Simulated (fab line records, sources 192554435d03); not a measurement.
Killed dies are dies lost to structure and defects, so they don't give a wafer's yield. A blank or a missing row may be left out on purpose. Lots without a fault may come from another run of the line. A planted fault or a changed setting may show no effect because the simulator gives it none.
fab line records | flow n5_finfet
record lots=6 wafers=18 last_day=19
route steps=1938 shown BEOL_M8@1380 PASSIVATION@1936
lots that met no fault: from a run of the same line without faults
start_h: hours from the record's first day to the start of the lot's first wafer shown | wait_h: hours since the lot's step before | " the same as in the row above | L1.1+2: a row that stands for several wafers | - no value, or no start given | * or withheld: withheld | < > ~ a bound
route shown NAME@n: a module of which the file shows steps, and the number in the route of the first | usual: mean/standard deviation of fault-free wafers | same: alike in all rows | chamber/n: place in a boat | sites: the reading at each site | _std_site: their standard deviation | _edge_site: outer sites' mean less inner sites' | radius_mm: how far each site lies from the wafer's centre | mask NAME#n: copy n | behind: the tool/chamber that last shaped the wafer | hold: why the lot was held/for how many hours/how that ended | device: the transistor (n, p or np) that didn't switch | end of line: the same wafers' tests at the end of the route | a step without rows: its recipe alone | killed: dies lost to structure and defects at the first sort, not the wafer's yield | map: a wafer's dies, x killed, . not, _ none there
set.NAME: the setting as run; set.NAME@STEP: as run at that earlier step | model.NAME: the simulator's own value behind a step, which no gauge read
lots at some steps of the route; a table a step, a row a wafer
services: from which hour (start_h, from the record's first day; less than 0 if before it) a tool's chamber was out of use, for how many hours, and why
## steps
# step N5_BEOL_M8_OCD_MEAS_38
# usual trench_depth_nm=94.1/1.7
# columns lot.wafer tool chamber start_h wait_h trench_depth_nm
L966.1 ocd-01 - 226.99 - 91.4
L966.4 " - " " 89.8
L966.6 " - " " 93.4
L968.1 ocd-02 - 239.51 - 94.8
L968.2 " - " " 92.5
L968.5 " - " " 94.7
L976.2 ocd-01 - 288.67 - 94.5
L976.3 " - " " 94.9
L976.4 " - " " 93.9
L977.2 ocd-01 - 318.25 - 94.5
L977.3 " - " " 94.8
L977.6 " - " " 95.8
L987.2 ocd-01 - 348.21 - 95.8
L987.4 " - " " 93.4
L987.6 " - " " 93.9
L989.2 ocd-02 - 395.84 - 96.4
L989.4 " - " " 91.3
L989.6 " - " " 91.4
# step N5_BEOL_M8_HM_STRIP_39
# recipe chemistry=peroxide_tin_strip material=TiN target_depth_a=250 temp_c=50 time_s=158
# step N5_BEOL_M8_SRD_40
# recipe time_s=30 temp_c=23 rinse_liquid=diw dry=ipa_marangoni
# step N5_BEOL_M8_PRECLEAN_42
# recipe chemistry=residue_remover time_s=60 temp_c=40
# step N5_BEOL_M8_SRD_43
# recipe time_s=30 temp_c=23 rinse_liquid=diw dry=ipa_marangoni
# step N5_BEOL_M8_CD_MEAS_35
# recipe target_cd_nm=40 polarity=opening
# usual cd_nm=40.1/0.57
# columns lot.wafer tool chamber start_h wait_h cd_nm
L966.1 cd_sem-01 - 227.16 0.0 40.1
L966.4 " - " " 39.9
L966.6 " - " " 40.6
L968.1 cd_sem-03 - 239.67 0.0 39.5
L968.2 " - " " 40.5
L968.5 " - " " 39.8
L976.2 cd_sem-02 - 288.82 0.0 40.3
L976.3 " - " " 39.9
L976.4 " - " " 41.1
L977.2 cd_sem-02 - 318.41 0.0 40.9
L977.3 " - " " 40.1
L977.6 " - " " 40.5
L987.2 cd_sem-03 - 348.37 0.0 40.8
L987.4 " - " " 39.4
L987.6 " - " " 39.7
L989.2 cd_sem-01 - 395.99 0.0 39.7
L989.4 " - " " 41.4
L989.6 " - " " 39.8
# step N5_BEOL_M8_CURE_75
# recipe temp_c=370 time_s=120 ambient=DMADMS/He material=SiCOH_lowk
# usual lamp_power_pct=52.31/0.052 wafer_temp_C_max=371.5/0.46
# columns lot.wafer tool chamber start_h wait_h lamp_power_pct wafer_temp_C_max
L966.1 uv_cure-01 0 227.20 0.0 52.38 371.1
L966.4 " 0 " " 52.40 371.3
L966.6 " 0 " " 52.30 371.6
L968.1 uv_cure-02 2 239.71 0.0 52.26 371.8
L968.2 " 2 " " 52.28 371.3
L968.5 " 2 " " 52.27 371.0
L976.2 uv_cure-02 0 288.91 0.1 52.38 372.1
L976.3 " 0 " " 52.30 372.0
L976.4 " 0 " " 52.32 371.9
L977.2 uv_cure-03 0 318.50 0.1 52.21 371.5
L977.3 " 0 " " 52.31 371.3
L977.6 " 0 " " 52.27 371.4
L987.2 uv_cure-02 0 348.46 0.1 52.36 371.4
L987.4 " 0 " " 52.35 372.0
L987.6 " 0 " " 52.36 371.7
L989.2 uv_cure-01 2 396.09 0.1 52.37 371.3
L989.4 " 2 " " 52.30 371.2
L989.6 " 2 " " 52.21 371.2
# step N5_BEOL_M8_DEGAS_44
# recipe ambient=vacuum temp_c=250 time_s=60
# usual heater_power_w=325/29
# columns lot.wafer tool chamber start_h wait_h heater_power_w
L966.1 pvd_sputter-01 - 229.68 2.4 323
L966.4 " - " " 349
L966.6 " - " " 272
L968.1 pvd_sputter-02 - 240.20 0.4 365
L968.2 " - " " 319
L968.5 " - " " 313
L976.2 pvd_sputter-01 - 289.81 0.8 332
L976.3 " - " " 314
L976.4 " - " " 347
L977.2 pvd_sputter-01 - 318.77 0.2 323
L977.3 " - " " 349
L977.6 " - " " 274
L987.2 pvd_sputter-02 - 349.81 1.3 358
L987.4 " - " " 310
L987.6 " - " " 317
L989.2 pvd_sputter-03 - 396.51 0.4 314
L989.4 " - " " 356
L989.6 " - " " 308
# step N5_BEOL_M8_PRE_CLEAN_45
# recipe gas=H2/He time_s=30 temp_c=250
# usual heater_power_w=325/29
# columns lot.wafer tool chamber start_h wait_h heater_power_w
L966.1 pvd_sputter-01 - 229.72 0.0 339
L966.4 " - " " 349
L966.6 " - " " 279
L968.1 pvd_sputter-02 - 240.24 0.0 368
L968.2 " - " " 310
L968.5 " - " " 307
L976.2 pvd_sputter-01 - 289.85 0.0 331
L976.3 " - " " 308
L976.4 " - " " 355
L977.2 pvd_sputter-01 - 318.81 0.0 328
L977.3 " - " " 350
L977.6 " - " " 277
L987.2 pvd_sputter-02 - 349.85 0.0 365
L987.4 " - " " 301
L987.6 " - " " 316
L989.2 pvd_sputter-03 - 396.55 0.0 313
L989.4 " - " " 349
L989.6 " - " " 307
# step N5_BEOL_M8_ALD_77
# recipe material=TaN target_thk_a=20 temp_c=275 ald_precursor_family=PDMAT ald_co_reactant=NH3 pressure_torr=3 carrier_flow_sccm=1500 pulse_time_s=2 purge_time_s=3 co_reactant_purge_time_s=2 co_reactant_pulse_time_s=3 ald_cycles=40 precursor_vessel_temp_c=75 precursor_vessel_pressure_torr=26.25 precursor_vessel_carrier_sccm=1000
# usual heater_power_w=421/50
# columns lot.wafer tool chamber start_h wait_h heater_power_w
L966.1 ald_metal-04 3 229.86 0.1 388
L966.4 " 3 " " 397
L966.6 " 0 " " 349
L968.1 ald_metal-02 1 240.30 0.0 469
L968.2 " 0 " " 419
L968.5 " 3 " " 449
L976.2 ald_metal-04 2 289.91 0.0 427
L976.3 " 3 " " 405
L976.4 " 0 " " 337
L977.2 ald_metal-02 1 318.87 0.0 478
L977.3 " 2 " " 391
L977.6 " 1 " " 477
L987.2 ald_metal-03 0 350.08 0.2 523
L987.4 " 2 " " 339
L987.6 " 0 " " 522
L989.2 ald_metal-02 1 396.61 0.0 475
L989.4 " 2 " " 404
L989.6 " 3 " " 441
# step N5_BEOL_M8_SURFACE_TREAT_79
# recipe gas=Ar time_s=* ion_energy_ev=* ion_current_ma_cm2=0.5 pressure_mtorr=* ar_flow_sccm=30
# usual throttle_valve_pct=*
# columns lot.wafer tool chamber start_h wait_h throttle_valve_pct
L966.1 pvd_sputter-01 - 230.28 0.3 *
L966.4 " - " " *
L966.6 " - " " *
L968.1 pvd_sputter-02 - 240.62 0.2 *
L968.2 " - " " *
L968.5 " - " " *
L976.2 pvd_sputter-01 - 293.65 3.6 *
L976.3 " - " " *
L976.4 " - " " *
L977.2 pvd_sputter-02 - 319.36 0.4 *
L977.3 " - " " *
L977.6 " - " " *
L987.2 pvd_sputter-02 - 350.37 0.2 *
L987.4 " - " " *
L987.6 " - " " *
L989.2 pvd_sputter-02 - 396.91 0.2 *
L989.4 " - " " *
L989.6 " - " " *
# step N5_BEOL_M8_CVD_78
# recipe material=Co target_thk_a=20 temp_c=withheld precursor=CCTBA/H2 pressure_torr=30 time_s=142.3
# step N5_BEOL_M8_SPUTTER_48
# recipe material=Cu target_thk_a=100 temp_c=-20 bias_v=60 power_w=26000 chamber_pressure_pa=0.13 time_s=1.667
# usual chamber_pressure_pa=0.12999/0.00028 throttle_valve_pct=30.5/1.3
# columns lot.wafer tool chamber start_h wait_h chamber_pressure_pa throttle_valve_pct
L966.1 pvd_sputter-01 - 230.94 0.3 0.13037 33.3
L966.4 " - " " 0.13052 31.4
L966.6 " - " " 0.13017 31.6
L968.1 pvd_sputter-03 - 240.88 0.1 0.12966 30.1
L968.2 " - " " 0.13018 29.2
L968.5 " - " " 0.12997 30.3
L976.2 pvd_sputter-03 - 293.98 0.2 0.11879 30.4
L976.3 " - " " 0.11895 30.6
L976.4 " - " " 0.11884 32.4
L977.2 pvd_sputter-03 - 320.37 0.7 0.11946 30.5
L977.3 " - " " 0.11866 30.2
L977.6 " - " " 0.11876 30.5
L987.2 pvd_sputter-01 - 350.64 0.2 0.1304 31.6
L987.4 " - " " 0.12996 33.1
L987.6 " - " " 0.13017 29.7
L989.2 pvd_sputter-01 - 398.71 1.5 0.13017 33.0
L989.4 " - " " 0.13039 30.8
L989.6 " - " " 0.1297 32.7
# step N5_BEOL_M8_ECD_50
# recipe material=Cu target_thk_a=3000
# step N5_PASSIVATION_PROBE_49
# usual defect_limited_yield=91.0/1.5 killed_at_M0_to_M3=35/11 killed_at_M4_up=13/5 killed_at_contacts=12/5.9 killed_at_front_end=42/13 killed_at_other=3/3.2 killed_dies=106/18 killed_open=69/13 killed_short=35/8.9 sort_bin_5_function=5.2/0.95 sort_bin_6_memory=3.3/0.71 sort_bin_8_speed=0.00/0.016 sort_n_pass=1074/18 sort_yield_pct=91.0/1.5
# same gross_dies=1180 killed_at_back_side=0 sort_bin_4_leakage[%]=0
# columns lot.wafer tool chamber start_h wait_h defect_limited_yield[%] killed_at_M0_to_M3 killed_at_M4_up killed_at_contacts killed_at_front_end killed_at_other killed_dies killed_open killed_short sort_bin_5_function[%] sort_bin_6_memory[%] sort_bin_8_speed[%] sort_n_pass sort_yield_pct[%]
L966.1 prober-02 - 304.70 0.0 90.1 47 14 17 38 1 117 85 31 6.0 3.7 0 1063 90.1
L966.4 prober-02 - 304.85 0.2 89.9 50 11 13 42 3 119 76 43 5.5 4.3 0 1061 89.9
L966.6 prober-02 - 304.95 0.3 89.8 49 14 17 39 1 120 82 38 6.0 3.7 0 1060 89.8
L968.1 prober-02 - 307.79 0.0 90.8 38 17 13 38 3 109 72 36 5.8 3.1 0 1071 90.8
L968.2 prober-02 - 307.84 0.1 89.0 46 25 13 46 0 130 89 39 6.5 4.2 0 1050 89.0
L968.5 prober-02 - 307.99 0.2 88.5 40 24 32 37 3 136 97 34 7.1 4.1 0 1044 88.5
L977.2 prober-02 - 390.65 0.1 89.4 40 24 3 57 1 125 81 37 6.5 3.5 0 1055 89.4
L977.3 prober-02 - 390.70 0.1 89.0 40 9 5 75 1 130 96 33 6.4 4.0 0 1050 89.0
L977.6 prober-02 - 390.85 0.3 89.1 39 11 15 63 1 129 95 34 6.3 4.4 0.17 1049 88.9
L987.2 prober-02 - 436.13 0.1 92.4 34 9 16 31 0 90 65 25 4.5 2.9 0 1090 92.4
L989.2 prober-02 - 465.13 0.1 92.8 27 6 13 38 1 85 53 31 3.8 3.1 0 1095 92.8
L989.4 prober-02 - 465.23 0.2 94.2 29 3 7 27 2 68 47 19 2.7 2.9 0 1112 94.2
L989.6 prober-02 - 465.33 0.3 93.1 44 3 12 23 0 82 54 25 3.4 2.9 0 1098 93.1
# killed by level:class
L966.1 BEOL_M1:geometric_particle:open=21 MOL_CONTACT_COAG:geometric_particle:open=13 STI_FIN_REVEAL:geometric_particle:open=9 FIN_SAQP:geometric_particle:open=8 BEOL_M3:geometric_particle:open=6 BEOL_M4:geometric_particle:open=6 DUMMY_GATE:geometric_particle:open=5 BEOL_M0_SAQP:geometric_particle:open=5
L966.4 STI_FIN_REVEAL:geometric_particle:open=13 FIN_SAQP:geometric_particle:short=12 BEOL_M0_SAQP:geometric_particle:short=12 BEOL_M0_SAQP:geometric_particle:open=10 MOL_CONTACT_COAG:geometric_particle:open=9 BEOL_M2:geometric_particle:open=7 BEOL_M3:geometric_particle:open=6 BEOL_M1:geometric_particle:open=5
L966.6 BEOL_M0_SAQP:geometric_particle:short=15 MOL_CONTACT_COAG:geometric_particle:open=13 BEOL_M0_SAQP:geometric_particle:open=9 BEOL_M3:geometric_particle:open=9 STI_FIN_REVEAL:geometric_particle:open=8 BEOL_M1:geometric_particle:open=8 FIN_SAQP:geometric_particle:open=7 STARTING-WAFER:geometric_particle:open=6
L968.1 FIN_SAQP:geometric_particle:open=12 MOL_CONTACT_COAG:geometric_particle:open=8 BEOL_M1:geometric_particle:open=7 BEOL_M2:geometric_particle:open=7 BEOL_M5:geometric_particle:open=6 DUMMY_GATE:geometric_particle:open=5 MOL_CONTACT_COAG:geometric_particle:short=5 BEOL_M0_SAQP:geometric_particle:short=5
L968.2 FIN_SAQP:geometric_particle:open=16 BEOL_M4:geometric_particle:open=12 BEOL_M0_SAQP:geometric_particle:short=10 BEOL_M1:geometric_particle:open=10 BEOL_M2:geometric_particle:open=10 MOL_CONTACT_COAG:geometric_particle:open=9 FIN_SAQP:geometric_particle:short=8 BEOL_M5:geometric_particle:open=6
L968.5 MOL_CONTACT_COAG:geometric_particle:open=26 FIN_SAQP:geometric_particle:open=12 BEOL_M2:geometric_particle:open=10 BEOL_M0_SAQP:geometric_particle:open=7 MOL_CONTACT_COAG:geometric_particle:short=6 BEOL_M0:geometric_particle:open=6 BEOL_M5:geometric_particle:open=6 DUMMY_GATE:geometric_particle:open=5
L977.2 STI_FIN_REVEAL:geometric_particle:open=15 BEOL_M4:geometric_particle:open=13 BEOL_M1:geometric_particle:open=11 BEOL_M2:geometric_particle:open=10 FIN_SAQP:geometric_particle:short=9 DUMMY_GATE:geometric_particle:open=8 BEOL_M0_SAQP:geometric_particle:short=7 GATE_CUT:geometric_particle:short=6
L977.3 STI_FIN_REVEAL:geometric_particle:open=27 BEOL_M2:geometric_particle:open=12 FIN_SAQP:geometric_particle:short=11 BEOL_M0_SAQP:geometric_particle:open=10 DUMMY_GATE:geometric_particle:open=8 GATE_CUT:geometric_particle:short=7 BEOL_M3:geometric_particle:open=6 GATE_CUT:geometric_particle:open=5
L977.6 STI_FIN_REVEAL:geometric_particle:open=30 MOL_CONTACT_COAG:geometric_particle:open=10 BEOL_M1:geometric_particle:open=10 DUMMY_GATE:geometric_particle:open=9 BEOL_M2:geometric_particle:open=9 BEOL_M3:geometric_particle:open=9 FIN_SAQP:geometric_particle:short=7 MOL_CONTACT_COAG:geometric_particle:short=5
L987.2 MOL_CONTACT_COAG:geometric_particle:open=13 STI_FIN_REVEAL:geometric_particle:open=12 DUMMY_GATE:geometric_particle:open=7 BEOL_M0_SAQP:geometric_particle:short=7 BEOL_M2:geometric_particle:open=6 BEOL_M3:geometric_particle:open=6 BEOL_M0_SAQP:geometric_particle:open=5 BEOL_M3:geometric_particle:short=4
L989.2 FIN_SAQP:geometric_particle:open=13 FIN_SAQP:geometric_particle:short=12 MOL_CONTACT_COAG:geometric_particle:open=11 BEOL_M1:geometric_particle:open=6 GATE_CUT:geometric_particle:short=4 BEOL_M0_SAQP:geometric_particle:open=4 BEOL_M0_SAQP:geometric_particle:short=4 BEOL_M3:geometric_particle:open=4
L989.4 FIN_SAQP:geometric_particle:open=12 MOL_CONTACT_COAG:geometric_particle:open=7 BEOL_M3:geometric_particle:open=5 FIN_SAQP:geometric_particle:short=4 BEOL_M0_SAQP:geometric_particle:open=4 BEOL_M1:geometric_particle:open=4 BEOL_M2:geometric_particle:open=4 BEOL_M0_SAQP:geometric_particle:short=3
L989.6 BEOL_M2:geometric_particle:open=12 MOL_CONTACT_COAG:geometric_particle:open=11 BEOL_M3:geometric_particle:open=7 BEOL_M0_SAQP:geometric_particle:short=6 FIN_SAQP:geometric_particle:short=5 BEOL_M0_SAQP:geometric_particle:open=5 BEOL_M0:geometric_particle:open=5 GATE_CUT:geometric_particle:short=4
## services
# columns tool chamber start_h hours kind
ald_metal-03 - 210.27 1.3 repair
uv_cure-03 - 223.44 1.0 pm
ald_metal-04 2 227.97 5.6 repair
pvd_sputter-02 - 229.10 4.9 repair
ald_metal-04 3 236.81 5.7 repair
uv_cure-01 - 260.68 1.3 repair
pvd_sputter-01 - 264.67 2.1 repair
uv_cure-02 - 275.49 9.4 repair
uv_cure-01 - 330.93 2.8 pm
ald_metal-04 - 337.25 14.0 pm
ald_metal-04 0 337.25 14.0 vent_cycle
ald_metal-04 1 337.25 14.0 vent_cycle
ald_metal-04 2 337.25 14.0 vent_cycle
ald_metal-04 3 337.25 14.0 vent_cycle
ald_metal-02 - 348.31 4.3 pm
ald_metal-04 0 351.25 - clean
ald_metal-04 1 351.25 - clean
ald_metal-04 2 351.25 - clean
ald_metal-04 3 351.25 - clean
uv_cure-01 - 355.45 0.7 repair
ald_metal-02 - 364.67 8.7 pm
ald_metal-03 - 393.16 2.8 pm
## key
first_sign step=N5_BEOL_M8_SPUTTER_48 reading=chamber_pressure_pa direction=down sigmas=40 usual=0.12999 struck=0.11891
effect none on later readings
met_at N5_BEOL_M8_SPUTTER_48
struck_wafers L976.2,L976.3,L976.4,L977.2,L977.3,L977.6
onset_between 240.88 293.98
fault kind=process_parameter_drift tool=pvd_sputter-03 chamber=- onset_h=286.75 steps=N5_BEOL_M8_SPUTTER_48 channel=chamber_pressure_pa offset=-0.011154 shape=step end_h=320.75 acts_in=these_recipes_only stated=0.13
